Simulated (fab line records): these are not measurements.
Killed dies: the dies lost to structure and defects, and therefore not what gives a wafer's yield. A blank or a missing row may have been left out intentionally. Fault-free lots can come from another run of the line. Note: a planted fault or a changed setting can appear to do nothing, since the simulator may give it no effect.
fab line records    flow nandHarc    part 2 of 2: steps 27 to 40 of 40
record: lots: 5  wafers: 15  lastDay: 35
route steps=1302 shown A_CHANNEL_FILL_D1@517 A_DECK1_JOINT@518 A_ONON_D2@545
lots that met no fault: from a run of the same line without faults
startH: hours from the record's opening day to when the first of the lot's shown wafers began    waitH: time in hours since the lot's previous step    " repeats the value in the row above    L1.1+2: several wafers, shown together as one row    - value missing, or start not given    * or withheld: withheld    < > ~ a bound
route shown NAME@n: names a module that has steps shown in the file, with the first one's number in the route    usual: average and standard deviation across the fault-free wafers    same: alike in all rows    chamber/n: place in a boat    sites: per-site readings    _std_site: standard deviation of those values    _edge_site: the outer-site mean with the inner-site mean subtracted    radiusMm: how far each site lies from the wafer's centre    mask NAME#n: copy n    behind: the most recent tool/chamber to have shaped the wafer    hold: the reason the lot was held/the length of the hold in hours/how it ended    device: which transistor (n, p or np) failed to switch    end of line: at the end of the route, the tests of the same wafers    a step without rows: its recipe alone    killed: dies lost to structure and defects at the first sort, not the wafer's yield    map: dies across one wafer; x = killed, . = not, _ = none there
set.NAME: the setting that was run; set.NAME@STEP: the one run at that earlier step    model.NAME: the simulator's own value behind a step, which no gauge read
lots at some steps of the route; a table a step, a row a wafer
services: from which hour (startH, from the record's first day; less than 0 if before it) a tool's chamber was out of use, for how many hours, and why
== steps ==
step: NHARC_A_DECK1_JOINT_INSPECT_05
usual: rawDefectCount: 305/120
lot.wafer  tool              chamber  startH  waitH  rawDefectCount
L081.1     defectInspect-01  -        345.54  0.0    264
L081.3     "                 -        "       "      205
L081.4     "                 -        "       "      186
L083.1     defectInspect-01  -        357.07  0.0    293
L083.5     "                 -        "       "      225
L083.6     "                 -        "       "      435
L085.1     defectInspect-01  -        385.92  0.0    225
L085.4     "                 -        "       "      136
L085.5     "                 -        "       "      147
L093.1     defectInspect-01  -        470.06  0.0    307
L093.2     "                 -        "       "      244
L093.4     "                 -        "       "      405
L097.1     defectInspect-02  -        515.70  0.0    229
L097.4     "                 -        "       "      158
L097.6     "                 -        "       "      298
step: NHARC_A_ONON_D2_DEP_00
recipe: targetThkA: 10000  n2FlowSccm: 2750  n2oFlowSccm: 2000  nh3FlowSccm: 500  sih4FlowSccm: 210  tempC: 400
lot.wafer   tool          chamber  startH  waitH
L081.1+3+4  pecvdOnon-04  0        345.60  0.1
L083.1+5+6  pecvdOnon-03  0        357.13  0.1
L085.1+4+5  pecvdOnon-02  0        385.98  0.1
L093.1+2+4  pecvdOnon-04  0        470.12  0.1
L097.1+4+6  pecvdOnon-02  0        515.77  0.1
step: NHARC_A_ONON_D2_THK_MEAS_02
recipe: thkMeasGauge: ellipsometry
usual: thkNm: 1001/8.5
lot.wafer  tool          chamber  startH  waitH  thkNm
L081.1     filmMetro-02  -        346.11  -      997
L081.3     "             -        "       "      997
L081.4     "             -        "       "      997
L083.1     filmMetro-01  -        357.64  -      997
L083.5     "             -        "       "      997
L083.6     "             -        "       "      997
L085.1     filmMetro-01  -        386.49  -      1010
L085.4     "             -        "       "      1011
L085.5     "             -        "       "      1010
L093.1     filmMetro-01  -        470.63  -      998
L093.2     "             -        "       "      998
L093.4     "             -        "       "      998
L097.1     filmMetro-02  -        516.28  -      1003
L097.4     "             -        "       "      1003
L097.6     "             -        "       "      1002
step: NHARC_A_ONON_D2_DEP_03
recipe: targetThkA: 10000  n2FlowSccm: 2750  n2oFlowSccm: 2000  nh3FlowSccm: 500  sih4FlowSccm: 210  tempC: 400
lot.wafer   tool          chamber  startH  waitH
L081.1+3+4  pecvdOnon-02  0        346.16  0.1
L083.1+5+6  pecvdOnon-02  0        357.70  0.1
L085.1+4+5  pecvdOnon-03  0        386.55  0.1
L093.1+2+4  pecvdOnon-02  0        470.69  0.1
L097.1+4+6  pecvdOnon-04  0        516.34  0.1
step: NHARC_A_ONON_D2_THK_MEAS_05
recipe: thkMeasGauge: ellipsometry
usual: thkNm: 1001/8.5
lot.wafer  tool          chamber  startH  waitH  thkNm
L081.1     filmMetro-01  -        346.67  -      995
L081.3     "             -        "       "      995
L081.4     "             -        "       "      996
L083.1     filmMetro-02  -        358.21  -      1004
L083.5     "             -        "       "      1004
L083.6     "             -        "       "      1003
L085.1     filmMetro-01  -        387.06  -      994
L085.4     "             -        "       "      993
L085.5     "             -        "       "      995
L093.1     filmMetro-02  -        471.20  -      1016
L093.2     "             -        "       "      1015
L093.4     "             -        "       "      1015
L097.1     filmMetro-02  -        516.85  -      998
L097.4     "             -        "       "      997
L097.6     "             -        "       "      996
step: NHARC_A_ONON_D2_DEP_06
recipe: targetThkA: 10000  n2FlowSccm: 2750  n2oFlowSccm: 2000  nh3FlowSccm: 500  sih4FlowSccm: 210  tempC: 400
lot.wafer   tool          chamber  startH  waitH
L081.1+3+4  pecvdOnon-03  0        346.73  0.1
L083.1+5+6  pecvdOnon-03  0        358.26  0.1
L085.1+4+5  pecvdOnon-04  0        387.12  0.1
L093.1+2+4  pecvdOnon-03  0        471.26  0.1
L097.1+4+6  pecvdOnon-02  0        516.90  0.1
step: NHARC_A_ONON_D2_THK_MEAS_08
recipe: thkMeasGauge: ellipsometry
usual: thkNm: 998/11
lot.wafer  tool          chamber  startH  waitH  thkNm
L081.1     filmMetro-01  -        347.24  -      987
L081.3     "             -        "       "      988
L081.4     "             -        "       "      987
L083.1     filmMetro-01  -        358.77  -      983
L083.5     "             -        "       "      982
L083.6     "             -        "       "      983
L085.1     filmMetro-01  -        387.63  -      1008
L085.4     "             -        "       "      1008
L085.5     "             -        "       "      1009
L093.1     filmMetro-01  -        471.76  -      986
L093.2     "             -        "       "      985
L093.4     "             -        "       "      985
L097.1     filmMetro-01  -        517.41  -      977
L097.4     "             -        "       "      977
L097.6     "             -        "       "      977
step: NHARC_A_ONON_D2_DEP_09
recipe: targetThkA: 10000  n2FlowSccm: 2750  n2oFlowSccm: 2000  nh3FlowSccm: 500  sih4FlowSccm: 210  tempC: 400
lot.wafer   tool          chamber  startH  waitH
L081.1+3+4  pecvdOnon-03  0        347.30  0.1
L083.1+5+6  pecvdOnon-03  0        358.82  0.1
L085.1+4+5  pecvdOnon-02  0        387.69  0.1
L093.1+2+4  pecvdOnon-02  0        471.82  0.1
L097.1+4+6  pecvdOnon-03  0        517.47  0.1
step: NHARC_A_ONON_D2_THK_MEAS_11
recipe: thkMeasGauge: ellipsometry
usual: thkNm: 999/9.7
lot.wafer  tool          chamber  startH  waitH  thkNm
L081.1     filmMetro-02  -        347.80  -      1007
L081.3     "             -        "       "      1009
L081.4     "             -        "       "      1010
L083.1     filmMetro-02  -        359.33  -      1006
L083.5     "             -        "       "      1008
L083.6     "             -        "       "      1007
L085.1     filmMetro-02  -        388.20  -      1015
L085.4     "             -        "       "      1014
L085.5     "             -        "       "      1013
L093.1     filmMetro-02  -        472.34  -      1000
L093.2     "             -        "       "      1002
L093.4     "             -        "       "      1003
L097.1     filmMetro-02  -        517.98  -      1000
L097.4     "             -        "       "      998
L097.6     "             -        "       "      1001
step: NHARC_A_ONON_D2_DEP_12
recipe: targetThkA: 10000  n2FlowSccm: 2750  n2oFlowSccm: 2000  nh3FlowSccm: 500  sih4FlowSccm: 210  tempC: 400
lot.wafer   tool          chamber  startH  waitH
L081.1+3+4  pecvdOnon-04  0        347.86  0.1
L083.1+5+6  pecvdOnon-03  0        359.39  0.1
L085.1+4+5  pecvdOnon-03  0        388.25  0.1
L093.1+2+4  pecvdOnon-03  0        472.39  0.1
L097.1+4+6  pecvdOnon-04  0        518.04  0.1
step: NHARC_A_ONON_D2_THK_MEAS_14
recipe: thkMeasGauge: ellipsometry
usual: thkNm: 1002/7.8
lot.wafer  tool          chamber  startH  waitH  thkNm
L081.1     filmMetro-02  -        348.37  -      990
L081.3     "             -        "       "      991
L081.4     "             -        "       "      992
L083.1     filmMetro-01  -        359.90  -      1000
L083.5     "             -        "       "      1000
L083.6     "             -        "       "      999
L085.1     filmMetro-02  -        388.76  -      998
L085.4     "             -        "       "      999
L085.5     "             -        "       "      998
L093.1     filmMetro-02  -        472.90  -      997
L093.2     "             -        "       "      998
L093.4     "             -        "       "      999
L097.1     filmMetro-02  -        518.55  -      994
L097.4     "             -        "       "      993
L097.6     "             -        "       "      994
step: NHARC_A_ONON_D2_ANNEAL_15
recipe: tempC: 750  timeS: 3600
usual: spikeTcCentreC: 750.6/1  tubeCenterTempC: 750/0.071  zonePowerCentrePct: 15.2/1
lot.wafer  tool        chamber  startH  waitH  spikeTcCentreC  tubeCenterTempC  zonePowerCentrePct
L081.1     furnace-08  0        351.76  3.4    750.0           750.14           16.6
L081.3     "           0        "       "      751.9           750.07           16.6
L081.4     "           0        "       "      749.9           749.94           16.5
L083.1     furnace-06  0        364.74  4.8    750.1           749.96           15.0
L083.5     "           0        "       "      751.6           749.9            15.1
L083.6     "           0        "       "      750.6           750.06           15.2
L085.1     furnace-06  0        391.79  3.0    750.2           749.95           15.1
L085.4     "           0        "       "      751.5           749.91           15.2
L085.5     "           0        "       "      749.4           749.98           15.1
L093.1     furnace-06  0        475.93  3.0    751.3           750.02           15.1
L093.2     "           0        "       "      749.7           750.03           15.2
L093.4     "           0        "       "      750.6           750.02           15.2
L097.1     furnace-06  0        521.57  3.0    748.7           750.03           15.1
L097.4     "           0        "       "      752.2           749.92           15.1
L097.6     "           0        "       "      750.6           750              14.9
step: NHARC_A_ONON_D2_DEP_16
recipe: targetThkA: 10000  n2FlowSccm: 2750  n2oFlowSccm: 2000  nh3FlowSccm: 500  sih4FlowSccm: 210  tempC: 400
lot.wafer   tool          chamber  startH  waitH
L081.1+3+4  pecvdOnon-02  0        355.64  0.4
L083.1+5+6  pecvdOnon-04  0        368.55  0.4
L085.1+4+5  pecvdOnon-02  0        395.61  0.4
L093.1+2+4  pecvdOnon-04  0        479.72  0.4
L097.1+4+6  pecvdOnon-04  0        525.38  0.4
step: NHARC_A_ONON_D2_THK_MEAS_18
recipe: thkMeasGauge: ellipsometry
usual: thkNm: 1002/11
lot.wafer  tool          chamber  startH  waitH  thkNm
L081.1     filmMetro-02  -        356.15  -      989
L081.3     "             -        "       "      990
L081.4     "             -        "       "      989
L083.1     filmMetro-02  -        369.05  -      997
L083.5     "             -        "       "      998
L083.6     "             -        "       "      996
L085.1     filmMetro-01  -        396.12  -      1001
L085.4     "             -        "       "      1000
L085.5     "             -        "       "      1003
L093.1     filmMetro-01  -        480.23  -      975
L093.2     "             -        "       "      973
L093.4     "             -        "       "      975
L097.1     filmMetro-02  -        525.89  -      1013
L097.4     "             -        "       "      1014
L097.6     "             -        "       "      1014
== services ==
tool          chamber  startH  hours  kind
pecvdOnon-04  -        311.57  13.0   pm
rieSi-04      0        337.45  2.4    repair
wetH3po4-01   -        338.73  8.0    pm
rieSi-04      -        342.00  9.0    pm
fcvd-02       0        351.80  9.6    repair
wetBench-03   -        355.56  1.7    repair
pecvdOnon-02  -        366.00  13.0   pm
wetBench-06   -        369.60  8.0    pm
rieSi-01      -        370.00  9.0    pm
wetBench-03   -        386.40  8.0    pm
wetH3po4-01   -        395.69  20.9   repair
pecvdOnon-03  -        408.00  13.0   pm
rieSi-01      2        424.18  7.7    repair
pecvdOnon-03  -        425.70  4.7    repair
rieSi-04      -        429.80  0.6    repair
fcvd-02       -        450.00  13.0   pm
wetBench-01   -        453.60  8.0    pm
rieSi-04      -        465.76  1.0    repair
rieSi-01      0        478.27  1.5    repair
pecvdOnon-04  -        492.57  13.0   pm
pecvdOnon-02  -        509.45  4.1    repair
fcvd-02       0        510.82  7.3    repair
wetH3po4-01   -        514.73  8.0    pm
rieSi-04      -        519.00  9.0    pm
